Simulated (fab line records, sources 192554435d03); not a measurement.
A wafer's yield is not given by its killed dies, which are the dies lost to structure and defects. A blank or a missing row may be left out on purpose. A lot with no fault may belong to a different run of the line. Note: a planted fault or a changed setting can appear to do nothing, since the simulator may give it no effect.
Matching of chambers | flow n5 finfet | N5_BEOL_M0_SAQP_STRIP_86 on rie diel-02 has 4 sister chambers
The step strips in N2/H2. 4 wafers are shown with their chamber, then 11 later ones without.

== WAFERS, EACH WITH ITS CHAMBER ==
wafer  | chamber | drypump motor current A (A)
L089.4 | 1       | 6.6
L089.6 | 3       | 5.2
L090.1 | 0       | 6.3
L092.2 | 2       | 6.1

== WAFERS WITH NO CHAMBER GIVEN ==
wafer  | drypump motor current A (A)
L092.4 | 6.3
L092.6 | 6.6
L094.1 | 6.2
L094.5 | 5.3
L094.6 | 6.1
L095.1 | 6.3
L095.2 | 6.6
L095.5 | 6.3
L096.2 | 6.3
L096.4 | 6.7
L096.6 | 5.2

== WHICH CHAMBER EACH ONE RAN IN ==
wafer  | from the rows above     | in truth
L092.4 | 0                       | 0
L092.6 | 1                       | 1
L094.1 | can't be placed: 0 or 2 | 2
L094.5 | 3                       | 3
L094.6 | 2                       | 2
L095.1 | 0                       | 0
L095.2 | 1                       | 1
L095.5 | 0                       | 0
L096.2 | 0                       | 0
L096.4 | 1                       | 1
L096.6 | 3                       | 3
10 of 11 placed correctly. These rows do not allow placing 1 (true chamber among the candidates in 1). Number placed wrongly: 0.
How it was worked out, from the rows above alone: a wafer's distance from a chamber is the root of the sum, over the readings, of the square of ((its reading less the chamber's mean) divided by the reading's scatter). If the next closest chamber is less than 2 further off than the closest, the wafer can't be placed; otherwise it belongs to the closest. A chamber's mean is the mean of its shown wafers. The scatter: root of mean squared gap, hidden wafer to nearest shown wafer, with one shown wafer a chamber.
